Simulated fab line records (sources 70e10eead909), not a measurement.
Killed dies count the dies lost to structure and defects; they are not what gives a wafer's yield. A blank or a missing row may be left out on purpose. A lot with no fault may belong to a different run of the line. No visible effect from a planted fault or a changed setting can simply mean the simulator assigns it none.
A single fault, viewed from 2 desks | flow nand harc | each desk has only its own numbers; what lay behind them comes last

== THE TOOL OWNER'S DESK: pecvd onon-02 ==
The tool's own readings at NHARC_A_ONON_D1_DEP_12 (target thk 1000 nm): means of the sampled wafers that have a number, for each lot that ran on this tool. A lot is out of limits, marked OUT, if its mean lies more than 4 standard deviations from the usual mean; the brackets give that distance.
Columns: A = sih4 flow sccm at NHARC_A_ONON_D1_DEP_12, usual 210.0 sccm
lot  | first seen here | A
L534 | day 10 05:59    | 211.3
L533 | day 10 06:20    | 210.2
L538 | day 10 15:36    | 209.7
L541 | day 10 22:47    | 208.8
Finding of this desk: none of the 4 lots has anything out of limits.

== AT THE METROLOGY DESK ==
What the gauges read for every lot (on any tool): the sampled wafers with a number, averaged. A lot is out of limits, marked OUT, if its mean lies more than 4 standard deviations from the usual mean; the brackets give that distance.
Columns: A = thk nm at NHARC_A_SOURCE_PLATE_THK_MEAS_06, usual 199.2 nm; B = thk nm at NHARC_A_ONON_D1_THK_MEAS_14, usual 1000 nm
lot  | first seen here | A     | B
L534 | day 10 02:00    | 200.8 | 995
L533 | day 10 02:01    | 197.4 | 996
L538 | day 10 12:02    | 199.2 | 392 (-61) OUT
L539 | day 10 16:37    | 198.9 | 1019
L541 | day 10 20:18    | 195.6 | 417 (-58) OUT
L545 | day 11 10:03    | 201.3 | 991
L549 | day 11 10:03    | 198.2 | 1001
L546 | day 11 10:04    | 196.6 | 999
L550 | day 12 02:24    | 199.7 | 1004
L552 | day 12 07:06    | 200.1 | 991
L553 | day 12 22:20    | 199.6 | 1024
L554 | day 12 22:20    | 195.6 | 996
This desk's verdict: out of limits on L538, L541, starting with L538 at day 10 16:03 (thk nm at NHARC_A_ONON_D1_THK_MEAS_14). Within limits: L534, L533, L539, L545, L549, L546, L550, L552, L553, L554.

== ALL TOGETHER ==
At day 10 16:03 the metrology desk could have sounded an alarm, on L538, L541.
The desk of the tool owner found nothing out of limits.
Tool owner's desk: L538, L541 on record, inside its limits.
Of the lots named, all ran NHARC_A_ONON_D1_DEP_12 on pecvd onon-02.

== WHAT THE SIMULATOR PUT IN ==
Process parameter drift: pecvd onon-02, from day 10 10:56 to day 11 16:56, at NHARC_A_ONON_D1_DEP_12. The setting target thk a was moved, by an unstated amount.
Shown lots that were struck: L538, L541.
Delay in hours, fault start to first out-of-limits reading, per desk: metrology desk 5.
